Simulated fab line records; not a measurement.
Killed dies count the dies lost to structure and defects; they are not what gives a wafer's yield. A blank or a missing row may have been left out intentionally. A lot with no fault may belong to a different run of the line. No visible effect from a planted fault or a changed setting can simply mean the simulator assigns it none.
Comparing a struck lot with a sound one / flow n5_finfet / 15 steps out of a route of 1938
Sound: the wafers L329.2, L329.4, L329.6. Struck: wafer L328.3; the same lot's L328.6 was not struck, so it is left out; see the end for the cause.
At each step with rows: each side's tool, then ch and its chambers, then its first start. Under that, the readings that differ: sound wafers / struck wafers / difference of the means / sigmas: that difference in standard deviations of wafers without a fault.
alike: same words and numbers on both sides, and readings whose means sit less than 2 such deviations apart. not compared: any withheld reading, any reading some wafer has no value for, any bound like >300 that may hide the same value, and any number with overlapping values for which the record gives no deviation.
Wherever a step has rows on one side only, a row that says differs or no value, or a row with sigmas, the two part there. Numbers that have no deviation but don't overlap get no sigmas and don't part them. A reading that every wafer of one side lacks parts them only if that side has two wafers or more.

first, 1 step without rows for these wafers: N5_BEOL_M3_DESCUM_33 (chemistry O2, time 7 s).
N5_BEOL_M3_ETCH_77: etches underlayer in N2/H2, target depth 6.5 nm, time 5.2 s.
  sound on rie_diel-06 ch 0,2, day 10 20:50; struck on rie_diel-06 ch 0, day 10 15:02
  alike: drypump_motor_current_A, etch_rf_on_time_s, oes_product_au, rf_vpp_V, showerhead_plenum_p_Torr, throttle_valve_pct
  not compared: rf_hours_counter_h
N5_BEOL_M3_ETCH_69: etches SiARC in CF4, target depth 15.6 nm, time 26 s.
  sound on rie_diel-06 ch 0,2, day 10 20:50; struck on rie_diel-06 ch 0, day 10 15:02
  alike: drypump_motor_current_A, etch_rf_on_time_s, oes_product_au, rf_vpp_V, showerhead_plenum_p_Torr, throttle_valve_pct
  not compared: rf_hours_counter_h
N5_BEOL_M3_ALD_98: deposits SiO2, target thk 2.5 nm, pulse time 1 s, co reactant pulse time 1 s.
  sound on ald_sin-03 ch 0,3, day 10 20:56; struck on ald_sin-04 ch 2, day 10 15:08
  alike: heater_power_w, precursor_pulse_height_rel
N5_BEOL_M3_ETCHBACK_99: etches SiO2 in CHF3, target depth 5 nm, time 10.4 s.
  sound on rie_diel-02 ch 1,2,3, day 10 22:14; struck on rie_diel-06 ch 0, day 10 15:15
  alike: drypump_motor_current_A, oes_product_au, rf_vpp_V, showerhead_plenum_p_Torr, throttle_valve_pct
  not compared: rf_hours_counter_h
then, 7 steps without rows for these wafers: N5_BEOL_M3_ETCH_70 (etches SOC in N2/H2, target depth 80 nm, overetch 16 nm, time 120 s); N5_BEOL_M3_STRIP_71 (strips in N2/H2); N5_BEOL_M3_STRIP_78 (strips in N2/H2); N5_BEOL_M3_VIA_ETCH_34 (etches the open film in C4F6/O2, target depth 69.4 nm, time 65.9 s); N5_BEOL_M3_STRIP_83 (strips in C4F6/O2); N5_BEOL_M3_STRIP_36 (strips in N2/H2); N5_BEOL_M3_TRENCH_ETCH_37 (etches SiOC in C4F6/O2, target depth 55.555 nm, time 29.2 s).
N5_BEOL_M3_ETCH_41: etches SiCN in CH3F/O2, target depth 29.9 nm, time 52.5 s.
  sound on rie_diel-02 ch 1,2,3, day 10 22:31; struck on rie_diel-06 ch 0, day 10 15:31
reading=model.etch.depth_nm (nm); sound=19.64 19.57 19.29; struck=26.28; difference=+6.78; sigmas=
  alike: drypump_motor_current_A, oes_product_au, rf_vpp_V, showerhead_plenum_p_Torr, throttle_valve_pct
  not compared: rf_hours_counter_h
N5_BEOL_M3_STRIP_97: strips in N2/H2, time 10 s.
  sound: rie_diel-02 ch 1,2,3; struck: rie_diel-06 ch 0
reading=showerhead_plenum_p_Torr (Torr); sound=2.67 2.70 2.46; struck=2.40; difference=-0.21; sigmas=-2
  alike: bias_power_w, drypump_motor_current_A, oes_product_au, rf_vpp_V, throttle_valve_pct
  not compared: rf_hours_counter_h
N5_BEOL_M4_RC_MEAS_101:
  sound on prober-02 ch 0, day 11 16:10; struck on prober-02 ch 0, day 11 06:25
  alike: DIBL_N, DIBL_P, IOFF_N, IOFF_P, ION_N, ION_P, SS_N, SS_P, VT_N, VT_P

== WHERE THEY PART ==
N5_BEOL_M3_STRIP_97 only, going by this record. Later steps at which nothing parts them and some readings are alike: N5_BEOL_M4_RC_MEAS_101.

WHY: the cause the simulator had injected
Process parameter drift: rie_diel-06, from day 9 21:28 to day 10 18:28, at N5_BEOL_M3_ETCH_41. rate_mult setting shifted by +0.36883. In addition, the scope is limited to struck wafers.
